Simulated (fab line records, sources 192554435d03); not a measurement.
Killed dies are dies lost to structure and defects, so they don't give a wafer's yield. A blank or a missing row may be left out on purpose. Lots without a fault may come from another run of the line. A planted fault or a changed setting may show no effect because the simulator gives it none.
Chamber matching | flow n5_finfet | N5_BEOL_M5_ETCH_75 on rie_diel-02: 4 sister chambers
The step etches underlayer in N2/H2, target depth 6.5 nm, time 5.2 s. 14 wafers are shown with their chamber, then 7 later ones without.

WAFERS WITH THEIR CHAMBER
wafer  | chamber | drypump_motor_current_A (A) | showerhead_plenum_p_Torr (Torr) | throttle_valve_pct (%)
L074.3 | 0       | 5.8                         | 2.44                            | 17.7
L074.4 | 1       | 4.8                         | 2.52                            | 18.1
L074.5 | 2       | 5.8                         | 2.43                            | 18.2
L077.2 | 0       | 5.8                         | 2.44                            | 17.7
L077.3 | 1       | 4.8                         | 2.52                            | 18.1
L077.6 | 1       | 4.8                         | 2.52                            | 18.1
L081.1 | 0       | 5.8                         | 2.43                            | 17.7
L081.2 | 2       | 5.9                         | 2.43                            | 18.2
L081.6 | 2       | 5.9                         | 2.43                            | 18.3
L083.1 | 1       | 4.8                         | 2.52                            | 18.1
L083.2 | 2       | 5.9                         | 2.42                            | 18.2
L083.5 | 1       | 4.8                         | 2.52                            | 18.1
L084.1 | 2       | 5.9                         | 2.42                            | 18.2
L084.3 | 3       | 5.4                         | 2.67                            | 17.6

SIGNATURES (means of the wafers above)
reading                  | chamber 0 | chamber 1 | chamber 2 | chamber 3 | scatter within a chamber
drypump_motor_current_A  | 5.800     | 4.800     | 5.880     | 5.400     | 0.0283
showerhead_plenum_p_Torr | 2.4367    | 2.5200    | 2.4260    | 2.6700    | 0.00432
throttle_valve_pct       | 17.700    | 18.100    | 18.220    | 17.600    | 0.0283
Rule: a wafer's distance from a chamber is the root of the sum, over the readings, of the square of ((its reading less the chamber's mean) divided by the reading's scatter). The wafer belongs to the nearest chamber; if the next one is less than 2 further off, it can't be placed. The scatter: the root of (the sum of the squares of (reading less its chamber's mean) over the shown wafers, divided by (wafers less chambers)).

WAFERS WITHOUT THEIR CHAMBER
wafer  | drypump_motor_current_A (A) | showerhead_plenum_p_Torr (Torr) | throttle_valve_pct (%)
L084.5 | 5.9                         | 2.42                            | 18.3
L089.1 | 5.4                         | 2.67                            | 17.6
L089.2 | 5.8                         | 2.43                            | 17.8
L089.5 | 5.8                         | 2.42                            | 18.3
L094.1 | 5.4                         | 2.66                            | 17.6
L094.3 | 4.8                         | 2.51                            | 18.2
L094.4 | 4.8                         | 2.51                            | 18.2

WHICH CHAMBER EACH WENT THROUGH
wafer  | from the rows above | in truth
L084.5 | 2                   | 2
L089.1 | 3                   | 3
L089.2 | 0                   | 0
L089.5 | 2                   | 2
L094.1 | 3                   | 3
L094.3 | 1                   | 1
L094.4 | 1                   | 1
Placed correctly: 7 of 7. Can't be placed from these rows: 0. Placed wrongly: 0.
